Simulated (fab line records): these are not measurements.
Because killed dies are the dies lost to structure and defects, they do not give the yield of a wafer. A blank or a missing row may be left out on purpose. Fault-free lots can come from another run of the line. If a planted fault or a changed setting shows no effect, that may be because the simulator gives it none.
Chamber matching    flow n5-finfet    4 sister chambers for N5_BEOL_M0_SAQP_ETCH_88 on rie-diel-06
The step etches underlayer in N2/H2, target depth 6.5 nm, time 5.2 s. 8 wafers are shown with their chamber, then 9 later ones without.

WAFERS WITH THEIR CHAMBER
wafer   chamber  throttle-valve-pct (%)  drypump-motor-current-A (A)
L082.1  2        18.19                   4.7
L082.6  1        17.48                   5.4
L093.1  3        17.81                   4.8
L093.2  0        18.42                   6.2
L093.3  2        18.22                   4.7
L093.4  1        17.51                   5.4
L093.5  3        17.80                   4.7
L093.6  0        18.42                   6.2

WAFERS WHOSE CHAMBER IS MISSING
wafer   throttle-valve-pct (%)  drypump-motor-current-A (A)
L094.3  17.49                   5.4
L094.4  17.83                   4.7
L094.6  17.81                   4.8
L096.1  17.82                   4.7
L096.2  17.51                   5.4
L096.3  18.42                   6.3
L097.2  17.83                   4.8
L097.4  18.46                   6.2
L097.6  17.81                   4.7

WHICH CHAMBER EACH WENT THROUGH
wafer   from the rows above  in truth
L094.3  1                    1
L094.4  3                    3
L094.6  3                    3
L096.1  3                    3
L096.2  1                    1
L096.3  0                    0
L097.2  3                    3
L097.4  0                    0
L097.6  3                    3
9 of 9 placed correctly. From these rows, 0 cannot be placed. Number placed wrongly: 0.
How it was worked out, from the rows above alone: a wafer's distance from a chamber is the root of the sum, over the readings, of the square of ((its reading less the chamber's mean) divided by the reading's scatter). The wafer belongs to the nearest chamber; if the next one is less than 2 further off, it can't be placed. Each chamber's mean is taken over the wafers shown for it. How the scatter is found: for the shown wafers, subtract from each reading the mean of its chamber, square and add these, divide the total by (wafers less chambers), then take the root.
